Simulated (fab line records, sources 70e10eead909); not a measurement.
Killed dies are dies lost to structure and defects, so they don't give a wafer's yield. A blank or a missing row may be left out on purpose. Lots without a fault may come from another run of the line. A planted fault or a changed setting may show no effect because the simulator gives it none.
Which tool did it? | flow nand_harc | 24 lots, 72 wafers sampled, at 4 steps of a route of 1159

WHAT THE GAUGES READ, wafer by wafer
NHARC_P_ZERO_WELL_CD_MEAS_11: target cd 500 nm. Usual: cd_nm 499.3 nm, standard deviation 1.7.
lot  | measured    | on        | cd_nm (nm)        | flag
L074 | day 1 13:11 | cd_sem-02 | 499.0 500.2 500.9 |
L075 | day 1 19:15 | cd_sem-01 | 499.2 498.7 496.7 |
L076 | day 2 01:16 | cd_sem-01 | 501.9 500.0 501.7 |
L077 | day 2 07:16 | cd_sem-02 | 498.4 499.1 499.5 |
L078 | day 2 13:14 | cd_sem-01 | 496.7 499.6 500.0 |
L079 | day 2 19:16 | cd_sem-02 | 499.3 497.2 499.4 |
L080 | day 3 01:15 | cd_sem-01 | 500.2 499.0 497.7 |
L081 | day 3 07:07 | cd_sem-01 | 498.1 499.0 501.4 |
L082 | day 3 13:25 | cd_sem-03 | 498.0 494.7 497.4 |
L083 | day 3 19:19 | cd_sem-03 | 499.5 499.0 500.9 |
L084 | day 4 01:14 | cd_sem-02 | 499.1 499.2 499.9 |
L085 | day 4 07:07 | cd_sem-03 | 496.0 497.7 501.6 |
L086 | day 4 13:15 | cd_sem-02 | 500.4 501.9 501.4 |
L087 | day 4 19:15 | cd_sem-01 | 498.8 500.2 501.8 |
L088 | day 5 01:16 | cd_sem-02 | 499.5 499.6 500.5 |
L089 | day 5 07:07 | cd_sem-02 | 500.3 501.0 500.7 |
L090 | day 5 13:14 | cd_sem-03 | 502.6 498.9 499.9 |
L091 | day 5 19:16 | cd_sem-03 | 497.4 499.1 497.6 |
L092 | day 6 01:16 | cd_sem-02 | 498.5 497.4 498.9 |
L093 | day 6 07:14 | cd_sem-01 | 496.6 499.5 497.0 |
L094 | day 6 13:07 | cd_sem-01 | 498.9 499.3 498.1 |
L095 | day 6 19:15 | cd_sem-02 | 498.5 500.2 498.6 |
L096 | day 7 01:14 | cd_sem-03 | 502.2 499.7 498.6 |
L097 | day 7 07:14 | cd_sem-02 | 499.9 498.1 501.0 |

NHARC_P_GATE_CD_MEAS_91: target cd 2000 nm. Usual: cd_nm 2000.1 nm, standard deviation 1.7.
lot  | measured     | on        | cd_nm (nm)           | flag
L074 | day 5 05:23  | cd_sem-02 | 2000.8 2000.7 1998.6 |
L075 | day 6 09:52  | cd_sem-01 | 1998.7 1997.3 1996.8 |
L076 | day 5 23:37  | cd_sem-03 | 2000.0 1997.7 1997.8 |
L077 | day 5 23:07  | cd_sem-03 | 2000.7 2001.4 2001.5 |
L078 | day 6 09:25  | cd_sem-03 | 1999.7 2001.1 1997.5 |
L079 | day 6 18:20  | cd_sem-03 | 1999.7 1997.3 2001.7 |
L080 | day 7 03:26  | cd_sem-02 | 2001.3 2002.0 2000.6 |
L081 | day 7 04:14  | cd_sem-02 | 2002.3 2002.5 2002.1 |
L082 | day 7 08:50  | cd_sem-01 | 2000.5 1997.2 1998.7 |
L083 | day 7 19:13  | cd_sem-03 | 2001.7 1998.4 2000.5 |
L084 | day 8 14:00  | cd_sem-02 | 1999.3 1998.1 2002.2 |
L085 | day 8 19:32  | cd_sem-02 | 2001.3 1997.7 1999.7 |
L086 | day 8 13:23  | cd_sem-02 | 1997.2 2000.2 1998.6 |
L087 | day 8 12:45  | cd_sem-02 | 1999.4 1999.9 2000.3 |
L088 | day 8 22:02  | cd_sem-03 | 1999.7 1999.2 2000.8 |
L089 | day 8 22:43  | cd_sem-01 | 1998.6 1998.5 2001.1 |
L090 | day 9 09:43  | cd_sem-02 | 2003.6 2001.1 2000.1 |
L091 | day 9 14:06  | cd_sem-01 | 2003.0 2001.5 2003.2 |
L092 | day 10 00:07 | cd_sem-01 | 1997.7 1997.3 1999.2 |
L093 | day 9 23:20  | cd_sem-02 | 2002.2 1999.3 1999.6 |
L094 | day 10 05:42 | cd_sem-01 | 2000.8 1999.2 2000.0 |
L095 | day 10 14:00 | cd_sem-03 | 1999.7 2001.4 1999.4 |
L096 | day 10 13:18 | cd_sem-02 | 2002.0 2000.1 1999.1 |
L097 | day 11 07:54 | cd_sem-01 | 2003.3 2002.9 2002.8 |

NHARC_P_GATE_INSPECT_68. Usual: raw_defect_count 200, standard deviation 74.
lot  | measured     | on                | raw_defect_count | flag
L074 | day 5 08:39  | defect_inspect-02 | 146 189 118      |
L075 | day 6 12:56  | defect_inspect-02 | 357 286 220      |
L076 | day 6 03:07  | defect_inspect-02 | 207 166 180      |
L077 | day 6 02:20  | defect_inspect-02 | 222 311 287      |
L078 | day 6 12:29  | defect_inspect-01 | 161 94 125       |
L079 | day 6 21:28  | defect_inspect-01 | 200 314 291      |
L080 | day 7 06:31  | defect_inspect-02 | 82 138 118       |
L081 | day 7 07:22  | defect_inspect-01 | 176 95 103       |
L082 | day 7 11:56  | defect_inspect-02 | 203 228 305      |
L083 | day 7 22:19  | defect_inspect-02 | 129 220 115      |
L084 | day 8 17:13  | defect_inspect-01 | 288 182 148      |
L085 | day 8 22:45  | defect_inspect-01 | 178 449 191      |
L086 | day 8 16:55  | defect_inspect-02 | 161 355 132      |
L087 | day 8 16:07  | defect_inspect-01 | 232 228 122      |
L088 | day 9 01:22  | defect_inspect-02 | 154 148 205      |
L089 | day 9 02:49  | defect_inspect-01 | 176 206 299      |
L090 | day 9 12:49  | defect_inspect-01 | 140 132 176      |
L091 | day 9 17:22  | defect_inspect-01 | 267 228 163      |
L092 | day 10 03:23 | defect_inspect-01 | 208 119 254      |
L093 | day 10 02:35 | defect_inspect-01 | 210 171 179      |
L094 | day 10 08:46 | defect_inspect-02 | 175 198 174      |
L095 | day 10 17:19 | defect_inspect-02 | 274 253 188      |
L096 | day 10 16:43 | defect_inspect-01 | 106 128 119      |
L097 | day 11 11:00 | defect_inspect-02 | 100 143 215      |

WHICH TOOL RAN EACH LOT (tool, then ch and the chambers of the sampled wafers, then the start)
lot  | NHARC_P_STI_DESCUM_14
L074 | rie_diel-03 ch 0,1,2, day 2 11:22
L075 | rie_diel-03 ch 0,1, day 3 09:36
L076 | rie_diel-04 ch 1,3, day 3 02:10
L077 | rie_diel-03 ch 0,1,2, day 3 02:13
L078 | rie_diel-04 ch 0,1,3, day 3 09:26
L079 | rie_diel-10 ch 1,3, day 3 18:18
L080 | rie_diel-04 ch 1,2,3, day 3 23:10
L081 | rie_diel-10 ch 1,3, day 4 06:28
L082 | rie_diel-10 ch 0,1, day 4 11:29
L083 | rie_diel-03 ch 0,1, day 4 19:28
L084 | rie_diel-04 ch 0,1,3, day 5 04:03
L085 | rie_diel-03 ch 1,2,3, day 5 04:01
L086 | rie_diel-10 ch 1,2, day 5 17:04
L087 | rie_diel-03 ch 0,1,3, day 5 16:52
L088 | rie_diel-10 ch 0,1,3, day 6 00:56
L089 | rie_diel-10 ch 0,1,2, day 6 06:46
L090 | rie_diel-10 ch 0,2,3, day 6 13:11
L091 | rie_diel-10 ch 0,2,3, day 6 16:59
L092 | rie_diel-10 ch 0,1,2, day 7 01:56
L093 | rie_diel-04 ch 1,2,3, day 7 01:59
L094 | rie_diel-10 ch 1,2,3, day 7 11:02
L095 | rie_diel-04 ch 0,2,3, day 7 18:17
L096 | rie_diel-10 ch 1,3, day 7 23:03
L097 | rie_diel-10 ch 0,2,3, day 8 06:05
- NHARC_P_STI_DESCUM_14: chemistry O2, time 3 s.

WHAT THE TOOLS THEMSELVES READ (means of the sampled wafers that have a number; where no wafer has one, the mark that the record gives instead)
NHARC_P_STI_DESCUM_14. Usual: drypump_motor_current_A 5.7 A, standard deviation 0.36; oes_product_au 1.001 a.u., standard deviation 0.0094; rf_vpp_V 57.7 V, standard deviation 0.9; showerhead_plenum_p_Torr 1.90 Torr, standard deviation 0.07; throttle_valve_pct 11.313 %, standard deviation 0.0083.
lot  | tool        | drypump_motor_current_A (A) | oes_product_au (a.u.) | rf_vpp_V (V) | showerhead_plenum_p_Torr (Torr) | throttle_valve_pct (%) | flag
L074 | rie_diel-03 | 5.5                         | 1.003                 | 58.3         | 1.93                            | 11.316                 |
L075 | rie_diel-03 | 5.3                         | 1.005                 | 57.0         | 1.86                            | 11.316                 |
L076 | rie_diel-04 | 5.6                         | 0.991                 | 57.6         | 1.97                            | 11.308                 |
L077 | rie_diel-03 | 5.5                         | 1.008                 | 57.8         | 1.93                            | 11.313                 |
L078 | rie_diel-04 | 5.8                         | 1.005                 | 58.2         | 1.94                            | 11.309                 |
L079 | rie_diel-10 | 5.9                         | 0.992                 | 56.8         | 1.86                            | 11.317                 |
L080 | rie_diel-04 | 5.4                         | 1.005                 | 58.0         | 1.90                            | 11.314                 |
L081 | rie_diel-10 | 5.9                         | 1.002                 | 57.3         | 1.85                            | 11.313                 |
L082 | rie_diel-10 | 5.7                         | 1.007                 | 58.5         | 1.92                            | 11.315                 |
L083 | rie_diel-03 | 5.3                         | 1.002                 | 57.6         | 1.86                            | 11.302                 |
L084 | rie_diel-04 | 5.8                         | 0.997                 | 58.0         | 1.94                            | 11.320                 |
L085 | rie_diel-03 | 5.5                         | 1.005                 | 58.7         | 1.96                            | 11.320                 |
L086 | rie_diel-10 | 5.5                         | 1.003                 | 58.2         | 1.84                            | 11.304                 |
L087 | rie_diel-03 | 5.5                         | 1.001                 | 57.9         | 1.93                            | 11.312                 |
L088 | rie_diel-10 | 5.8                         | 1.003                 | 57.1         | 1.88                            | 11.311                 |
L089 | rie_diel-10 | 5.7                         | 0.997                 | 57.5         | 1.89                            | 11.325                 |
L090 | rie_diel-10 | 6.0                         | 0.996                 | 56.7         | 1.90                            | 11.314                 |
L091 | rie_diel-10 | 6.0                         | 0.999                 | 58.4         | 1.90                            | 11.315                 |
L092 | rie_diel-10 | 5.7                         | 1.001                 | 57.2         | 1.89                            | 11.312                 |
L093 | rie_diel-04 | 5.4                         | 1.002                 | 57.4         | 1.90                            | 11.309                 |
L094 | rie_diel-10 | 5.8                         | 1.012                 | 57.9         | 1.86                            | 11.318                 |
L095 | rie_diel-04 | 5.6                         | 0.990                 | 57.6         | 1.88                            | 11.310                 |
L096 | rie_diel-10 | 5.6                         | 1.004                 | 58.1         | 1.84                            | 11.312                 |
L097 | rie_diel-10 | 6.0                         | 1.000                 | 58.2         | 1.90                            | 11.310                 |

THE ANSWER, worked out from the rows above alone
Rule: a lot is off if the mean of its wafers that have a number lies more than 3 standard deviations from the usual mean. A lot without any number at a reading at which 4 lots or more have one is off too. The other lots that the step has rows for count as sound. The gauges are gone through in route order, then the tools' own readings, and for those a lot's mean is taken as printed above. The first step at which some lot is off is used, and at that step the reading that is off furthest; a lot without a number counts as furthest.
No lot is off at any reading shown: from this, nothing can be told.

WHAT THE SIMULATOR HAD PUT IN
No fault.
